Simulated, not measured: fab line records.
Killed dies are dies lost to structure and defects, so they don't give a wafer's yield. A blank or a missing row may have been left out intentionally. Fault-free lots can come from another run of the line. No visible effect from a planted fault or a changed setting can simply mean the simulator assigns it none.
fab line records	flow nand-harc
record lots=24	wafers=72	last-day=34
route steps=1302 shown A_WL_FILL@976 A_CONTACT@983
lots that met no fault: from a run of the same line without faults
start-h: start of the lot's first displayed wafer, in hours after the record's first day	wait-h: time in hours since the lot's previous step	" the same as in the row above	L1.1+2: several wafers, shown together as one row	- no value, or no start given	* or withheld: withheld	< > ~ a bound
route shown NAME@n: a module of which the file shows steps, and the number in the route of the first	usual: mean and standard deviation over wafers with no fault	same: alike in all rows	chamber/n: place in a boat	sites: per-site readings	_std_site: how widely they spread, as a standard deviation	_edge_site: the outer-site mean with the inner-site mean subtracted	radius-mm: how far each site lies from the wafer's centre	mask NAME#n: copy n	behind: the tool/chamber that last shaped the wafer	hold: what put the lot on hold/how long, in hours/how the hold closed	device: which transistor (n, p or np) failed to switch	end of line: the route-end tests of the same wafers	where a step has no rows: the recipe by itself	killed: the dies lost at the first sort to structure and to defects; this is not the yield of the wafer	map: shows each die of a wafer: x if killed, . if not, _ if none is there
set.NAME: the setting as run; set.NAME@STEP: as run at that earlier step	model.NAME: the simulator's own value behind a step, which no gauge read
route steps across a sampled set of lots; one table per step, one row per wafer
services: a tool's chamber out of use, with start hour (start-h, from the record's first day; less than 0 if before it), hours out, and reason
## steps
# step NHARC_A_WL_FILL_CVD_20
# recipe target-thk-a=1000	temp-c=400	pressure-torr=40	wf6-flow-sccm=40	h2-flow-sccm=1600	ar-flow-sccm=1560	time-s=74	material=W
# usual chamber-pressure-Torr=39.99/0.091	heater-power-w=788/90	mfc-h2-sccm=1599/5.5	mfc-wf6-sccm=40.01/0.12	throttle-valve-pct=8.01/0.28
# same time-s=74
lot.wafer	tool	chamber	start-h	wait-h	chamber-pressure-Torr	heater-power-w	mfc-h2-sccm	mfc-wf6-sccm	throttle-valve-pct
L075.3	cvd-w-01	1	-	-	40.00	900	1603	39.87	7.77
L075.6	"	1	"	"	39.97	879	1602	40.05	7.88
L075.5	"	0	"	"	40.08	784	1596	40.15	7.54
L074.1	cvd-w-02	0	-	-	40.06	711	1605	39.98	8.32
L074.4	"	0	"	"	39.89	696	1609	40.09	8.27
L074.6	"	0	"	"	39.81	710	1600	40.01	8.36
L076.3	cvd-w-02	0	-	-	39.92	696	1600	40.11	8.28
L076.6	"	1	"	"	39.83	813	1597	40.20	8.06
L076.5	"	0	"	"	39.95	675	1597	39.93	8.48
L077.2	cvd-w-02	1	-	-	39.88	798	1601	39.98	7.99
L077.3	"	1	"	"	40.01	804	1604	40.08	8.16
L077.5	"	1	"	"	40.04	834	1599	40.08	8.08
L078.4	cvd-w-02	0	-	-	40.03	692	1601	39.87	8.00
L078.6	"	1	"	"	40.01	802	1601	40.01	8.18
L078.5	"	0	"	"	39.91	692	1597	39.86	8.47
L079.2	cvd-w-02	1	-	-	39.83	818	1595	39.72	8.05
L079.1	"	0	"	"	39.99	694	1592	40.25	8.23
L079.4	"	0	"	"	39.99	695	1601	40.11	8.30
L080.1	cvd-w-01	0	-	-	40.01	762	1609	40.21	7.81
L080.3	"	0	"	"	39.90	775	1608	40.16	7.79
L080.5	"	0	"	"	39.91	787	1608	40.02	7.77
L081.1	cvd-w-02	1	-	-	39.97	814	1600	40.06	8.19
L081.2	"	0	"	"	39.88	713	1606	40.09	8.13
L081.3	"	0	"	"	40.04	709	1609	40.22	8.48
L082.1	cvd-w-02	0	-	-	39.98	675	1597	39.82	8.40
L082.3	"	0	"	"	40.08	700	1597	40.07	7.91
L082.5	"	1	"	"	40.04	812	1605	39.90	8.13
L086.2	cvd-w-01	0	-	-	40.07	784	1599	40.10	7.36
L086.5	"	1	"	"	39.86	996	1600	40.02	7.71
L086.6	"	0	"	"	39.92	804	1593	39.81	7.55
L083.2	cvd-w-02	1	-	-	39.88	811	1606	39.94	7.97
L083.5	"	1	"	"	40.05	823	1604	39.99	8.30
L083.6	"	0	"	"	40.01	698	1607	39.78	8.63
L084.3	cvd-w-01	0	-	-	39.98	803	1597	39.97	7.55
L084.4	"	1	"	"	40.01	951	1608	40.00	7.83
L084.5	"	1	"	"	40.13	954	1610	39.79	7.82
L085.4	cvd-w-02	1	-	-	40.11	805	1587	39.98	8.20
L085.3	"	0	"	"	39.80	703	1606	40.14	8.56
L085.5	"	1	"	"	40.09	796	1597	40.07	8.07
L087.2	cvd-w-02	0	-	-	39.91	708	1602	39.85	8.33
L087.1	"	1	"	"	39.92	805	1589	39.96	7.93
L087.4	"	1	"	"	39.91	812	1591	39.91	7.99
L089.2	cvd-w-01	1	-	-	39.96	956	1602	40.17	7.93
L089.3	"	1	"	"	39.88	935	1593	40.18	7.85
L089.6	"	1	"	"	40.02	944	1604	40.28	8.04
L088.3	cvd-w-01	0	-	-	40.03	802	1596	39.86	7.54
L088.4	"	1	"	"	39.98	952	1610	40.07	8.00
L088.6	"	1	"	"	39.87	940	1610	40.18	8.13
L090.1	cvd-w-01	0	-	-	40.11	815	1596	40.08	7.76
L090.2	"	1	"	"	39.94	971	1608	40.02	8.12
L090.3	"	1	"	"	39.87	956	1598	39.92	7.70
L092.1	cvd-w-02	0	-	-	40.02	682	1596	39.96	8.15
L092.2	"	1	"	"	40.06	751	1592	39.96	8.16
L092.5	"	1	"	"	40.15	715	1586	39.82	8.17
L091.2	cvd-w-02	1	-	-	39.93	741	1600	39.99	8.09
L091.1	"	0	"	"	39.87	682	1608	39.86	8.20
L091.3	"	1	"	"	40.04	750	1599	39.87	8.13
L093.2	cvd-w-02	0	-	-	39.97	669	1601	40.16	8.00
L093.1	"	1	"	"	39.97	749	1595	39.91	8.09
L093.5	"	1	"	"	40.08	760	1597	39.96	8.02
L094.1	cvd-w-02	0	-	-	39.99	654	1600	40.16	7.69
L094.3	"	1	"	"	39.88	749	1593	40.18	7.88
L094.5	"	0	"	"	40.08	667	1593	39.98	7.98
L095.1	cvd-w-01	0	-	-	39.97	800	1603	40.20	7.72
L095.2	"	1	"	"	39.86	943	1598	40.00	7.79
L095.3	"	1	"	"	39.92	965	1593	39.88	7.92
L096.1	cvd-w-01	1	-	-	39.97	965	1603	39.97	7.88
L096.3	"	0	"	"	40.12	829	1597	39.98	7.60
L096.4	"	1	"	"	40.14	964	1607	40.03	8.17
L097.2	cvd-w-02	1	-	-	40.04	752	1602	39.94	7.73
L097.6	"	1	"	"	40.05	735	1599	39.92	7.98
L097.5	"	0	"	"	39.88	680	1604	39.83	8.18
# step NHARC_A_CONTACT_DEP_24
# recipe target-thk-a=5000	temp-c=400	pressure-torr=6.5	rf-w=900	teos-flow-sccm=161.4	flow-sccm=2650	target-thk-nm=500	gas=O2	material=SiO2
# usual chamber-pressure-Torr=6.499/0.015	heater-power-w=511/85	throttle-valve-pct=16.3/0.42
lot.wafer	tool	chamber	start-h	wait-h	chamber-pressure-Torr	heater-power-w	throttle-valve-pct
L075.3	pecvd-02	1	486.63	0.2	6.493	567	16.4
L075.5	"	2	"	"	6.499	390	16.4
L075.6	"	0	"	"	6.487	516	15.7
L074.1	pecvd-02	1	489.18	0.2	6.535	573	16.5
L074.4	"	2	"	"	6.513	397	16.5
L074.6	"	1	"	"	6.532	435	16.2
L076.3	pecvd-02	2	507.10	0.2	6.494	314	16.6
L076.5	"	1	"	"	6.506	569	16.4
L076.6	"	2	"	"	6.480	340	16.6
L077.3	pecvd-02	0	519.95	0.1	6.469	527	15.4
L077.2	"	1	"	"	6.498	539	16.4
L077.5	"	2	"	"	6.494	370	16.6
L078.4	pecvd-01	0	524.58	0.2	6.472	602	16.1
L078.6	"	1	"	"	6.508	456	16.4
L078.5	"	2	"	"	6.490	490	16.5
L079.2	pecvd-01	0	543.76	0.1	6.488	607	16.1
L079.1	"	2	"	"	6.508	549	16.4
L079.4	"	0	"	"	6.507	616	16.2
L080.3	pecvd-02	2	543.83	0.1	6.494	364	17.0
L080.1	"	0	"	"	6.476	537	15.8
L080.5	"	2	"	"	6.520	379	16.8
L081.1	pecvd-01	1	555.83	0.1	6.471	430	16.5
L081.2	"	2	"	"	6.493	520	16.5
L081.3	"	0	"	"	6.499	589	16.3
L082.1	pecvd-02	2	573.54	0.1	6.477	422	16.4
L082.3	"	0	"	"	6.504	501	15.4
L082.5	"	1	"	"	6.496	573	16.8
L086.2	pecvd-02	2	587.16	0.1	6.491	408	17.0
L086.5	"	0	"	"	6.480	536	15.8
L086.6	"	1	"	"	6.492	564	16.6
L083.2	pecvd-01	1	587.39	0.2	6.524	459	16.8
L083.5	"	2	"	"	6.486	552	16.3
L083.6	"	1	"	"	6.510	473	16.5
L084.3	pecvd-03	0	595.52	0.2	6.492	620	16.1
L084.5	"	2	"	"	6.492	588	15.5
L084.4	"	0	"	"	6.502	662	16.2
L085.3	pecvd-03	0	602.56	0.1	6.492	662	16.1
L085.4	"	0	"	"	6.495	701	15.9
L085.5	"	2	"	"	6.511	441	15.6
L087.1	pecvd-02	2	618.15	0.1	6.497	439	16.4
L087.2	"	0	"	"	6.497	494	15.2
L087.4	"	2	"	"	6.486	324	16.2
L089.2	pecvd-02	0	629.23	0.1	6.487	566	15.6
L089.3	"	1	"	"	6.524	570	16.5
L089.6	"	2	"	"	6.505	434	16.3
L088.3	pecvd-01	1	635.49	0.2	6.511	489	16.7
L088.6	"	0	"	"	6.500	619	16.4
L088.4	"	1	"	"	6.477	348	16.5
L090.1	pecvd-03	1	640.46	0.1	6.485	569	16.4
L090.3	"	2	"	"	6.526	490	15.6
L090.2	"	0	"	"	6.500	662	16.1
L092.1	pecvd-01	0	658.15	0.1	6.504	518	16.4
L092.2	"	1	"	"	6.504	408	16.6
L092.5	"	1	"	"	6.495	421	16.9
L091.3	pecvd-01	2	660.95	0.1	6.507	505	16.7
L091.1	"	0	"	"	6.508	531	16.5
L091.2	"	1	"	"	6.479	423	16.6
L093.2	pecvd-03	1	668.41	0.1	6.518	535	16.5
L093.1	"	0	"	"	6.497	693	16.2
L093.5	"	0	"	"	6.515	569	16.1
L094.1	pecvd-03	1	683.83	0.1	6.506	462	16.7
L094.3	"	2	"	"	6.491	528	15.8
L094.5	"	1	"	"	6.486	503	16.7
L095.2	pecvd-01	0	686.52	0.1	6.510	633	16.2
L095.3	"	1	"	"	6.481	431	16.6
L095.1	"	2	"	"	6.495	423	16.4
L096.1	pecvd-01	2	702.17	0.1	6.479	491	16.5
L096.3	"	0	"	"	6.469	549	16.4
L096.4	"	0	"	"	6.505	572	16.1
L097.2	pecvd-01	2	727.64	0.2	6.499	543	16.2
L097.6	"	0	"	"	6.527	501	16.2
L097.5	"	2	"	"	6.488	451	16.2
# step NHARC_A_CONTACT_INSPECT_44
# usual raw-defect-count=84/37
lot.wafer	tool	chamber	start-h	wait-h	raw-defect-count
L075.3	defect-inspect-01	-	497.35	0.0	111
L075.5	"	-	"	"	123
L075.6	"	-	"	"	132
L074.1	defect-inspect-02	-	498.54	0.0	16
L074.4	"	-	"	"	15
L074.6	"	-	"	"	19
L076.3	defect-inspect-02	-	517.40	0.0	111
L076.5	"	-	"	"	130
L076.6	"	-	"	"	104
L077.2	defect-inspect-01	-	528.87	0.0	67
L077.3	"	-	"	"	69
L077.5	"	-	"	"	73
L078.4	defect-inspect-02	-	534.89	0.0	71
L078.5	"	-	"	"	66
L078.6	"	-	"	"	66
L079.1	defect-inspect-01	-	549.42	0.0	119
L079.2	"	-	"	"	118
L079.4	"	-	"	"	132
L080.1	defect-inspect-02	-	549.58	0.0	73
L080.3	"	-	"	"	77
L080.5	"	-	"	"	52
L081.1	defect-inspect-02	-	564.54	0.0	161
L081.2	"	-	"	"	151
L081.3	"	-	"	"	153
L082.1	defect-inspect-01	-	579.11	0.0	20
L082.3	"	-	"	"	30
L082.5	"	-	"	"	33
L086.2	defect-inspect-01	-	592.83	0.0	38
L086.5	"	-	"	"	35
L086.6	"	-	"	"	33
L083.2	defect-inspect-01	-	593.38	0.0	125
L083.5	"	-	"	"	106
L083.6	"	-	"	"	104
L084.3	defect-inspect-01	-	602.95	0.0	68
L084.4	"	-	"	"	79
L084.5	"	-	"	"	64
L085.3	defect-inspect-02	-	610.87	0.0	127
L085.4	"	-	"	"	97
L085.5	"	-	"	"	119
L087.1	defect-inspect-02	-	627.83	0.0	89
L087.2	"	-	"	"	105
L087.4	"	-	"	"	95
L089.2	defect-inspect-01	-	634.83	0.0	63
L089.3	"	-	"	"	57
L089.6	"	-	"	"	67
L088.3	defect-inspect-02	-	642.38	0.0	95
L088.4	"	-	"	"	99
L088.6	"	-	"	"	102
L090.1	defect-inspect-02	-	647.28	0.0	131
L090.2	"	-	"	"	135
L090.3	"	-	"	"	141
L092.1	defect-inspect-01	-	663.74	0.0	125
L092.2	"	-	"	"	111
L092.5	"	-	"	"	112
L091.1	defect-inspect-02	-	667.38	0.0	60
L091.2	"	-	"	"	54
L091.3	"	-	"	"	76
L093.1	defect-inspect-02	-	675.91	0.0	68
L093.2	"	-	"	"	70
L093.5	"	-	"	"	74
L094.1	defect-inspect-01	-	689.47	0.0	64
L094.3	"	-	"	"	69
L094.5	"	-	"	"	52
L095.1	defect-inspect-01	-	694.71	0.0	86
L095.2	"	-	"	"	83
L095.3	"	-	"	"	74
L096.1	defect-inspect-02	-	707.96	0.0	130
L096.3	"	-	"	"	117
L096.4	"	-	"	"	124
L097.2	defect-inspect-02	-	733.32	0.0	17
L097.5	"	-	"	"	27
L097.6	"	-	"	"	14
# step NHARC_A_CONTACT_ETCH_49
# recipe target-depth-a=2600	over-etch-frac=0.3	time-s=475.3	ion-energy-ev=200	n2-flow-sccm=150	h2-flow-sccm=150	ar-flow-sccm=0	rf-w=400	bias-w=150	chemistry=N2/H2
# usual drypump-motor-current-A=5.5/0.43	oes-product-au=0.999/0.013	rf-vpp-V=431.6/2.6	showerhead-plenum-p-Torr=2.08/0.092	throttle-valve-pct=14.172/0.0088
# same over-etch-frac=0.3	time-s=475.3
lot.wafer	tool	chamber	start-h	wait-h	drypump-motor-current-A	oes-product-au	rf-hours-counter-h	rf-vpp-V	showerhead-plenum-p-Torr	throttle-valve-pct
L075.3	rie-diel-04	3	-	-	5.2	1.013	49	426.2	1.89	14.138
L075.6	"	3	"	"	5.2	1.016	-	426.2	1.89	14.162
L075.5	"	0	"	"	5.5	0.992	-	436.6	2.20	14.172
L074.4	rie-diel-07	1	-	-	5.8	0.995	2	435.8	2.18	14.166
L074.1	"	2	"	"	5.5	0.998	1	431.1	2.03	14.166
L074.6	"	0	"	"	4.7	1.002	-	431.5	2.04	14.178
L076.3	rie-diel-07	1	-	-	5.7	1.001	6	434.5	2.18	14.169
L076.6	"	3	"	"	5.9	1.012	-	431.6	2.10	14.182
L076.5	"	0	"	"	4.7	1.002	-	430.7	2.04	14.161
L077.3	rie-diel-07	2	-	-	5.5	0.999	6	429.2	2.03	14.171
L077.2	"	1	"	"	5.7	1.004	8	434.3	2.17	14.181
L077.5	"	3	"	"	5.9	1.007	-	432.9	2.10	14.172
L078.4	rie-diel-11	1	-	-	6.2	1.017	31	428.9	1.96	14.167
L078.6	"	2	"	"	5.7	0.991	-	427.8	1.94	14.171
L078.5	"	3	"	"	5.2	1.008	-	431.6	2.07	14.172
L079.2	rie-diel-07	0	-	-	4.7	0.995	10	430.3	2.04	14.155
L079.1	"	1	"	"	5.8	1.002	15	434.3	2.17	14.183
L079.4	"	0	"	"	4.7	1.002	-	430.4	2.04	14.171
L080.1	rie-diel-04	3	-	-	5.2	0.999	1	434.7	2.22	14.190
L080.3	"	0	"	"	5.5	0.990	1	434.8	2.20	14.173
L080.5	"	2	"	"	5.4	1.012	-	429.0	2.01	14.166
L081.2	rie-diel-04	3	-	-	5.2	0.990	4	435.6	2.22	14.167
L081.1	"	0	"	"	5.5	0.980	4	435.6	2.20	14.185
L081.3	"	2	"	"	5.4	1.004	4	428.8	2.01	14.174
L082.3	rie-diel-04	1	-	-	6.0	0.976	8	434.1	2.17	14.172
L082.1	"	3	"	"	5.2	0.987	10	434.9	2.21	14.169
L082.5	"	1	"	"	6.0	0.966	-	433.6	2.17	14.166
L086.2	rie-diel-07	3	-	-	5.9	0.995	22	431.0	2.10	14.182
L086.6	"	3	"	"	6.0	1.005	-	432.6	2.10	14.162
L086.5	"	0	"	"	4.7	0.992	-	429.3	2.04	14.171
L083.2	rie-diel-07	0	-	-	4.8	0.992	19	432.1	2.04	14.168
L083.5	"	2	"	"	5.6	1.004	-	427.4	2.02	14.187
L083.6	"	3	"	"	6.0	1.007	-	432.3	2.10	14.157
L084.3	rie-diel-07	2	-	-	5.5	1.002	19	429.8	2.02	14.188
L084.5	"	3	"	"	6.0	1.005	-	431.0	2.10	14.177
L084.4	"	2	"	"	5.6	1.004	-	429.6	2.02	14.173
L085.3	rie-diel-07	3	-	-	6.0	1.011	28	433.2	2.10	14.185
L085.4	"	2	"	"	5.5	1.011	-	430.5	2.02	14.178
L085.5	"	3	"	"	6.0	1.017	-	432.3	2.10	14.169
L087.4	rie-diel-04	1	-	-	6.1	0.979	28	433.5	2.16	14.180
L087.1	"	2	"	"	5.4	0.989	28	428.3	2.00	14.175
L087.2	"	3	"	"	5.2	0.984	23	434.7	2.21	14.173
L089.3	rie-diel-04	2	-	-	5.4	0.988	31	429.3	2.00	14.158
L089.2	"	3	"	"	5.2	0.995	28	435.9	2.21	14.182
L089.6	"	3	"	"	5.2	0.992	-	435.1	2.21	14.192
L088.3	rie-diel-11	1	-	-	6.2	1.029	7	428.6	1.95	14.162
L088.6	"	2	"	"	5.7	0.997	-	429.6	1.93	14.182
L088.4	"	0	"	"	5.5	0.988	-	434.5	2.22	14.176
L090.2	rie-diel-11	2	-	-	5.6	0.990	10	427.6	1.93	14.178
L090.1	"	0	"	"	5.5	0.987	11	436.8	2.21	14.163
L090.3	"	1	"	"	6.2	1.020	10	428.3	1.95	14.169
L092.2	rie-diel-04	2	-	-	5.5	1.006	43	429.0	2.00	14.158
L092.1	"	1	"	"	6.0	0.976	43	433.7	2.16	14.159
L092.5	"	2	"	"	5.4	1.002	-	428.4	2.00	14.186
L091.3	rie-diel-11	1	-	-	6.2	1.027	19	428.0	1.95	14.187
L091.2	"	2	"	"	5.7	1.006	18	428.5	1.92	14.167
L091.1	"	0	"	"	5.5	0.987	19	435.1	2.21	14.172
L093.1	rie-diel-07	0	-	-	4.7	0.993	2	428.5	2.03	14.179
L093.2	"	1	"	"	5.7	1.019	2	433.8	2.17	14.164
L093.5	"	0	"	"	4.7	0.993	-	428.6	2.03	14.172
L094.3	rie-diel-07	3	-	-	6.0	0.989	5	433.0	2.09	14.184
L094.1	"	0	"	"	4.7	1.001	5	430.7	2.03	14.170
L094.5	"	2	"	"	5.6	1.009	-	430.7	2.02	14.180
L095.2	rie-diel-11	0	-	-	5.5	0.992	30	435.7	2.21	14.157
L095.3	"	1	"	"	6.2	1.035	30	427.4	1.94	14.173
L095.1	"	3	"	"	5.2	0.997	17	431.3	2.06	14.170
L096.3	rie-diel-07	3	-	-	6.0	0.987	7	433.3	2.09	14.185
L096.4	"	0	"	"	4.8	1.000	7	431.3	2.03	14.184
L096.1	"	2	"	"	5.5	1.002	7	431.0	2.02	14.175
L097.2	rie-diel-07	0	-	-	4.7	0.993	11	431.5	2.03	14.191
L097.6	"	3	"	"	5.9	1.000	-	432.5	2.09	14.168
L097.5	"	0	"	"	4.7	0.993	-	430.1	2.03	14.162
# step NHARC_A_CONTACT_ETCH_115
# recipe source-w=withheld	pressure-mtorr=20	bias-v=3000	time-s=190	target-depth-a=18500	ar-flow-sccm=withheld	c4f8-flow-sccm=withheld	o2-flow-sccm=withheld	chemistry=C4F8/O2/Ar
# same time-s=190
lot.wafer	tool	chamber	start-h	wait-h	rf-hours-counter-h
L075.3	har-cap-etch-03	0	500.00	0.1	-
L075.5	"	0	"	"	-
L075.6	"	1	"	"	-
L074.1	har-cap-etch-02	1	501.17	0.1	83
L074.4	"	1	"	"	-
L074.6	"	1	"	"	-
L076.3	har-cap-etch-02	0	520.04	0.1	-
L076.6	"	0	"	"	-
L076.5	"	1	"	"	-
L077.2	har-cap-etch-03	0	531.83	0.1	43
L077.3	"	1	"	"	-
L077.5	"	1	"	"	-
L078.4	har-cap-etch-03	0	537.70	0.1	-
L078.6	"	1	"	"	-
L078.5	"	0	"	"	-
L080.1	har-cap-etch-01	1	552.19	0.1	8
L080.3	"	0	"	"	-
L080.5	"	0	"	"	-
L079.1	har-cap-etch-02	0	552.39	0.1	93
L079.2	"	1	"	"	93
L079.4	"	0	"	"	-
L081.2	har-cap-etch-02	0	567.13	0.1	96
L081.1	"	1	"	"	96
L081.3	"	1	"	"	-
L082.1	har-cap-etch-01	1	581.84	0.1	13
L082.3	"	1	"	"	-
L082.5	"	1	"	"	-
L086.2	har-cap-etch-01	0	595.79	0.1	15
L086.6	"	0	"	"	-
L086.5	"	1	"	"	-
L083.2	har-cap-etch-02	0	597.34	0.1	101
L083.6	"	0	"	"	-
L083.5	"	1	"	"	-
L084.4	har-cap-etch-01	1	605.96	0.1	-
L084.3	"	0	"	"	-
L084.5	"	0	"	"	-
L085.3	har-cap-etch-01	0	613.91	0.1	-
L085.4	"	1	"	"	-
L085.5	"	1	"	"	-
L087.2	har-cap-etch-03	0	630.42	0.1	63
L087.1	"	1	"	"	63
L087.4	"	0	"	"	-
L089.2	har-cap-etch-02	0	637.45	0.1	108
L089.3	"	0	"	"	-
L089.6	"	0	"	"	-
L088.4	har-cap-etch-01	0	645.53	0.1	-
L088.3	"	1	"	"	-
L088.6	"	1	"	"	-
L090.2	har-cap-etch-03	1	650.58	0.1	67
L090.1	"	0	"	"	67
L090.3	"	1	"	"	-
L092.2	har-cap-etch-01	1	666.36	0.1	32
L092.1	"	0	"	"	32
L092.5	"	0	"	"	-
L091.2	har-cap-etch-03	0	670.14	0.1	71
L091.1	"	1	"	"	71
L091.3	"	0	"	"	-
L093.2	har-cap-etch-01	0	678.51	0.1	34
L093.1	"	1	"	"	34
L093.5	"	1	"	"	-
L094.1	har-cap-etch-01	0	692.32	0.1	38
L094.3	"	0	"	"	-
L094.5	"	1	"	"	-
L095.1	har-cap-etch-03	0	697.30	0.1	76
L095.2	"	1	"	"	76
L095.3	"	0	"	"	-
L096.1	har-cap-etch-03	0	710.53	0.1	78
L096.4	"	0	"	"	-
L096.3	"	1	"	"	-
L097.2	har-cap-etch-01	0	735.92	0.1	43
L097.6	"	0	"	"	-
L097.5	"	1	"	"	-
# step NHARC_A_CONTACT_ETCH_116
# recipe source-w=withheld	pressure-mtorr=20	bias-v=3000	time-s=190	target-depth-a=18500	ar-flow-sccm=withheld	c4f8-flow-sccm=withheld	o2-flow-sccm=withheld	chemistry=C4F8/O2/Ar
# same time-s=190
lot.wafer	tool	chamber	start-h	wait-h	rf-hours-counter-h
L075.3	har-cap-etch-03	0	500.16	0.1	-
L075.5	"	0	"	"	-
L075.6	"	1	"	"	-
L074.1	har-cap-etch-02	1	501.34	0.1	83
L074.4	"	1	"	"	-
L074.6	"	1	"	"	-
L076.3	har-cap-etch-02	0	520.21	0.1	-
L076.6	"	0	"	"	-
L076.5	"	1	"	"	-
L077.2	har-cap-etch-03	0	532.00	0.1	44
L077.3	"	1	"	"	-
L077.5	"	1	"	"	-
L078.4	har-cap-etch-03	0	537.87	0.1	-
L078.6	"	1	"	"	-
L078.5	"	0	"	"	-
L080.1	har-cap-etch-01	1	552.36	0.1	8
L080.3	"	0	"	"	-
L080.5	"	0	"	"	-
L079.1	har-cap-etch-02	0	552.56	0.1	94
L079.2	"	1	"	"	94
L079.4	"	0	"	"	-
L081.2	har-cap-etch-02	0	567.30	0.1	96
L081.1	"	1	"	"	96
L081.3	"	1	"	"	-
L082.1	har-cap-etch-01	1	582.01	0.1	13
L082.3	"	1	"	"	-
L082.5	"	1	"	"	-
L086.2	har-cap-etch-01	0	595.96	0.1	16
L086.6	"	0	"	"	-
L086.5	"	1	"	"	-
L083.2	har-cap-etch-02	0	597.51	0.1	101
L083.6	"	0	"	"	-
L083.5	"	1	"	"	-
L084.4	har-cap-etch-01	1	606.13	0.1	-
L084.3	"	0	"	"	-
L084.5	"	0	"	"	-
L085.3	har-cap-etch-01	0	614.08	0.1	-
L085.4	"	1	"	"	-
L085.5	"	1	"	"	-
L087.2	har-cap-etch-03	0	630.59	0.1	63
L087.1	"	1	"	"	63
L087.4	"	0	"	"	-
L089.2	har-cap-etch-02	0	637.63	0.1	108
L089.3	"	0	"	"	-
L089.6	"	0	"	"	-
L088.4	har-cap-etch-01	0	645.70	0.1	-
L088.3	"	1	"	"	-
L088.6	"	1	"	"	-
L090.2	har-cap-etch-03	1	650.75	0.1	67
L090.1	"	0	"	"	67
L090.3	"	1	"	"	-
L092.2	har-cap-etch-01	1	666.53	0.1	32
L092.1	"	0	"	"	32
L092.5	"	0	"	"	-
L091.2	har-cap-etch-03	0	670.31	0.1	71
L091.1	"	1	"	"	71
L091.3	"	0	"	"	-
L093.2	har-cap-etch-01	0	678.68	0.1	34
L093.1	"	1	"	"	34
L093.5	"	1	"	"	-
L094.1	har-cap-etch-01	0	692.49	0.1	38
L094.3	"	0	"	"	-
L094.5	"	1	"	"	-
L095.1	har-cap-etch-03	0	697.47	0.1	76
L095.2	"	1	"	"	76
L095.3	"	0	"	"	-
L096.1	har-cap-etch-03	0	710.70	0.1	79
L096.4	"	0	"	"	-
L096.3	"	1	"	"	-
L097.2	har-cap-etch-01	0	736.09	0.1	43
L097.6	"	0	"	"	-
L097.5	"	1	"	"	-
## services
tool	chamber	start-h	hours	kind
rie-diel-07	-	472.20	9.0	pm
pecvd-01	-	490.88	1.1	repair
pecvd-01	-	492.00	13.0	pm
har-cap-etch-01	-	497.00	17.0	pm
rie-diel-07	2	507.03	8.5	repair
rie-diel-07	0	527.07	10.1	repair
rie-diel-07	2	538.85	13.1	repair
cvd-w-01	-	547.00	13.0	pm
rie-diel-07	3	553.47	4.7	repair
rie-diel-07	1	580.12	5.6	repair
cvd-w-02	0	586.97	13.8	repair
pecvd-02	-	589.04	13.0	pm
rie-diel-07	1	589.30	32.4	repair
pecvd-02	1	618.14	1.9	repair
rie-diel-07	3	620.84	6.6	repair
cvd-w-02	-	631.15	13.0	pm
pecvd-02	2	641.47	4.4	repair
rie-diel-07	-	649.49	9.0	pm
pecvd-01	-	673.00	13.0	pm
pecvd-02	2	687.51	5.6	repair
pecvd-01	0	706.64	4.5	repair
pecvd-02	-	709.19	0.6	repair
pecvd-01	1	723.60	6.7	repair
har-cap-etch-01	-	726.84	0.8	repair
## key
fault none
